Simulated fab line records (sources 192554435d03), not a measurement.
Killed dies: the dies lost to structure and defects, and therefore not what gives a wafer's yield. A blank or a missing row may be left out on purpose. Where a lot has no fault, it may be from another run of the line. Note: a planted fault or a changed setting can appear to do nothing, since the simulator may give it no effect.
Split-lot trial	flow n5-finfet	route with 1938 steps; 7 lots, 21 wafers read

THE SPLIT
At N5_BEOL_M12_TRENCH_ETCH_34 (etches SiOC in C4F8/O2/Ar, target depth 318.95 nm, time 125.5 s), the setting time-s was moved away from the recipe's 125.5 s on 7 of the 21 wafers read, by -18.8% to +19.9%. This setting was run at the recipe's value on the other wafers.

BETWEEN THE SPLIT AND THE READING: the file shows 1 step in between
- N5_BEOL_M12_STRIP_70: strips in C4F8/O2/Ar

THE READING
trench-depth-nm, in nm, at N5_BEOL_M12_OCD_MEAS_35. Fault-free wafers of this fab line usually give 319 nm, standard deviation 4.5 nm.

wafer	tool, chamber at the split	time-s as run, s	against the recipe	trench-depth-nm, nm	against lot-mates on the recipe
L074.2	rie-diel-04, 0	125.5	recipe	323	-
L074.3	rie-diel-04, 2	125.5	recipe	315	-
L074.5	rie-diel-04, 3	125.5	recipe	311	-
L081.3	rie-diel-04, 1	117.1	-6.7%	299	-27
L081.4	rie-diel-04, 0	125.5	recipe	326	-
L081.5	rie-diel-04, 0	117.1	-6.7%	305	-21
L084.1	rie-diel-04, 0	125.5	recipe	323	-
L084.4	rie-diel-04, 3	125.5	recipe	323	-
L084.6	rie-diel-04, 0	125.5	recipe	324	-
L092.1	rie-diel-05, 0	101.9	-18.8%	260	no lot-mate on the recipe
L092.3	rie-diel-05, 1	101.9	-18.8%	259	no lot-mate on the recipe
L092.4	rie-diel-05, 3	101.9	-18.8%	253	no lot-mate on the recipe
L088.2	rie-diel-02, 1	150.5	+19.9%	376	+60
L088.5	rie-diel-02, 3	125.5	recipe	319	-
L088.6	rie-diel-02, 1	125.5	recipe	314	-
L089.2	rie-diel-05, 1	125.5	recipe	321	-
L089.5	rie-diel-05, 1	125.5	recipe	321	-
L089.6	rie-diel-05, 2	125.5	recipe	325	-
L093.1	rie-diel-05, 2	125.5	recipe	322	-
L093.5	rie-diel-05, 1	125.5	recipe	320	-
L093.6	rie-diel-05, 2	114.3	-8.9%	295	-26

THE FIT
A straight line over all 21 wafers: trench-depth-nm changes by +3.14 nm for each +1% of time-s; r = +0.99; the points scatter about the line by 4.6 nm.
The same after taking each lot's own level away (the mean of its wafers on the recipe; 18 wafers): +3.07 nm for each +1%; r = +0.99; scatter 3 nm.
That fit puts the effect of the largest move of time-s on the reading at 61 nm.
Measured against the standard deviation above, the lots' own levels, which go from 316.3 to 326.0 nm, span 2.1 times it.
Hence the lot-to-lot level has little effect on the slope; both slopes agree.
Check: +64.9 nm against its lot-mates is what the line predicts for one of the wafers moved furthest among these (+19.9%) when that wafer is left out of the fit. Against them it came out at +59.5 nm.

OTHER SPLITS APPLIED TO THESE WAFERS
These wafers also went through other splits before the reading. Each is held against what the fit with the lots' levels taken away leaves over:
other split on the same wafers	wafers away from the commonest value	r with trench-depth-nm (lot level and that fit taken away)
N5_BEOL_M9_EXPOSE_08 dose-mj	6	+0.16
N5_BEOL_M10_COAT_60 spin-rpm	8	+0.36
N5_BEOL_M10_DEVELOP_10 develop-time-s	7	+0.14
N5_BEOL_M10_VIA_ETCH_34 time-s	7	-0.09
N5_BEOL_M10_TRENCH_ETCH_37 source-w	6	+0.14
N5_BEOL_M12_PEB_08 peb-time-s	10	-0.15

THE WHOLE CHAIN: every reading that the file lists as answering this split, in the file's order
step	what it does	reading	change (the file's fit)	r (the file's)
N5_BEOL_M12_TRENCH_ETCH_34	etches SiOC in C4F8/O2/Ar, target depth 318.95 nm, time 125.5 s	etch.depth-nm (the simulator's own value, which no gauge read)	+3 nm for each +1% of the setting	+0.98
N5_BEOL_M12_OCD_MEAS_35		trench-depth-nm	+3 nm for each +1% of the setting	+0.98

FILE'S OWN FIT
trench-depth-nm changes by +3 nm for each +1% of time-s, r = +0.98.
